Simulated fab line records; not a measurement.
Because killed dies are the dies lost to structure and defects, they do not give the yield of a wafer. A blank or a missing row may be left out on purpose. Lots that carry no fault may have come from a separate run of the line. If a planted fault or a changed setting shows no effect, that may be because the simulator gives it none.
A struck lot beside a sound one + flow n5_finfet + 38 steps out of a route of 1938
Sound: wafers L937.1, L937.5, L937.6. Struck: wafer L945.1 (L945.2, L945.5, from the same lot, were not struck and are left out); the cause is given at the end.
Per side, at each step with rows, come the tool, then ch with its chambers, and then its first start. Under that, the readings that differ: sound wafers + struck wafers + difference of the means + sigmas: that difference in standard deviations of wafers without a fault.
alike: readings whose means differ by less than 2 such deviations, and words and numbers that are the same on both sides. not compared: withheld readings, readings that some wafer has no value for, bounds like >300 that may hide the same value, and numbers for which the record gives no deviation and whose values overlap.
The two part at a step that has a row with sigmas, a row that says differs or no value, or rows on one side only. Numbers that don't overlap but have no deviation are shown without sigmas and don't part them. A reading missing from all wafers of one side parts the sides only when that side holds two or more wafers.

first, 9 steps without rows for these wafers: N5_BEOL_M2_ANNEAL_95 (time 240 s); N5_BEOL_M2_SPUTTER_96 (material Cu, target thk 4.5 nm, time 8.29 s); N5_BEOL_M2_ECD_50 (material Cu, target thk 300 nm); N5_BEOL_M2_ANNEAL_51 (time 90 s); N5_BEOL_M2_CMP_52 (polishes, stops on SiOC, t overpolish 6.8 s, target thk 40 nm); N5_BEOL_M2_PRE_CLEAN_60 (time 15 s); N5_BEOL_M2_CO_CAP_55 (material Co, precursor CCTBA/H2, target thk 2 nm, time 102.1 s); N5_BEOL_M2_PRE_CLEAN_56 (time 15 s); N5_BEOL_M2_DEP_57 (deposits SiCN from 3MS/NH3, target thk 8 nm, time 14 s).
N5_BEOL_M3_ILD_DEP_00: deposits SiOC from DEMS/O2, target thk 79 nm, time 15.3 s.
  sound on pecvd-03 ch 0,1,2, day 8 06:36; struck on pecvd-03 ch 2, day 10 20:32
| reading                                      | sound          | struck | difference | sigmas |
|----------------------------------------------|----------------|--------|------------|--------|
| model.SiOC_of_BEOL_M3_ILD_DEP_00.thk_nm (nm) | 78.8 79.6 79.2 | 116.2  | +37.0      |        |
  alike: heater_power_outer_w, heater_power_w, showerhead_plenum_p_Torr, throttle_valve_pct
  not compared: since_wet_clean_h
N5_BEOL_M3_THK_MEAS_01:
  sound on film_metro-01, day 8 06:40; struck on film_metro-01, day 10 20:36
| reading         | sound          | struck | difference | sigmas |
|-----------------|----------------|--------|------------|--------|
| M3_ILD_THK (nm) | 78.8 79.7 79.3 | 116.3  | +37.0      | +39    |
then, 24 steps without rows for these wafers: N5_BEOL_M3_PECVD_72 (deposits SiO2 from TEOS/O2, target thk 16 nm, time 18 s); N5_BEOL_M3_HM_DEP_02 (deposits TiN, target thk 20 nm); N5_BEOL_M3_COAT_61 (time 60 s, resist thk 60 nm); N5_BEOL_M3_COAT_62 (time 60 s, resist thk 12 nm); N5_BEOL_M3_COAT_73 (time 60 s, resist thk 5 nm); N5_BEOL_M3_COAT_05 (resist thk 30 nm); N5_BEOL_M3_EBR_07; N5_BEOL_M3_SOFTBAKE_06 (time 60 s); N5_BEOL_M3_EXPOSE_08 (exposes mask M3); N5_BEOL_M3_PEB_09 (peb time 60 s); N5_BEOL_M3_DEVELOP_10 (develop time 30 s); N5_BEOL_M3_DESCUM_16 (chemistry O2, time 7 s); N5_BEOL_M3_ETCH_74 (etches underlayer in N2/H2, target depth 6.5 nm, time 5.2 s); N5_BEOL_M3_ETCH_63 (etches SiARC in CF4, target depth 15.6 nm, time 26 s); N5_BEOL_M3_ETCH_64 (etches SOC in N2/H2, target depth 75 nm, overetch 15 nm, time 112.5 s); N5_BEOL_M3_STRIP_65 (strips in N2/H2); N5_BEOL_M3_STRIP_75 (strips in N2/H2); N5_BEOL_M3_STRIP_66 (strips in CF4); N5_BEOL_M3_HM_OPEN_17 (chemistry Cl2/BCl3, target TiN, target depth 20 nm, overetch 6 nm); N5_BEOL_M3_STRIP_19 (strips in O2); N5_BEOL_M3_COAT_67 (time 60 s, resist thk 60 nm); N5_BEOL_M3_COAT_68 (time 60 s, resist thk 12 nm); N5_BEOL_M3_COAT_76 (time 60 s, resist thk 5 nm); N5_BEOL_M3_COAT_22 (resist thk 30 nm).
N5_BEOL_M3_CMP_52: polishes, stops on SiOC, t overpolish 6.8 s, target thk 40 nm.
  sound on cmp-03 ch 0,3, day 9 02:20; struck on cmp-01 ch 1, day 11 10:05
| reading                                      | sound          | struck | difference | sigmas |
|----------------------------------------------|----------------|--------|------------|--------|
| model.Cu_of_BEOL_M3_ECD_50.thk_nm (nm)       | 39.6 40.2 40.4 | 76.8   | +36.7      |        |
| model.SiOC_of_BEOL_M3_ILD_DEP_00.thk_nm (nm) | 75.8 76.6 76.2 | 113.2  | +37.0      |        |
  alike: motor_current_A, retaining_ring_pressure_frac, slurry_filter_dp_kPa
N5_BEOL_M4_RC_MEAS_101:
  the record has rows for the sound wafers here (prober-02 ch 0, day 9 16:13) and none for the struck ones
-- a jump in the record: the struck wafers' starts before and after are 5 days apart (it breaks off in module BEOL_M4 and resumes in module PASSIVATION, where the first step shown is number 1936 of the route) --
N5_PASSIVATION_PROBE_49:
  sound on prober-02, day 14 06:08; struck on prober-01, day 16 16:23
| reading                  | sound          | struck | difference | sigmas      |
|--------------------------|----------------|--------|------------|-------------|
| defect_limited_yield (%) | 90.1 89.2 88.9 | 0      | -89        | -60         |
| killed_at_M0_to_M3       | 34 40 31       | 1104   | +1069      | +99 or more |
| killed_dies              | 117 127 131    | 1180   | +1055      | +62         |
| killed_on_rim            | 10 14 14       | 152    | +139       | +32         |
| killed_open              | 76 79 88       | 55     | -26        | -2          |
| sort_bin_5_function (%)  | 6.4 6.1 5.9    | 97.1   | +91.0      | +97         |
| sort_n_pass              | 1063 1053 1049 | 0      | -1055      | -62         |
| sort_yield_pct (%)       | 90.1 89.2 88.9 | 0      | -89        | -60         |
  alike: killed_at_M4_up, killed_at_contacts, killed_at_front_end, killed_at_other, killed_short, sort_bin_6_memory

WHERE THEY PART
At N5_BEOL_M3_THK_MEAS_01 first; at N5_PASSIVATION_PROBE_49 last (within this record only).

WHY: whatever the simulator had introduced
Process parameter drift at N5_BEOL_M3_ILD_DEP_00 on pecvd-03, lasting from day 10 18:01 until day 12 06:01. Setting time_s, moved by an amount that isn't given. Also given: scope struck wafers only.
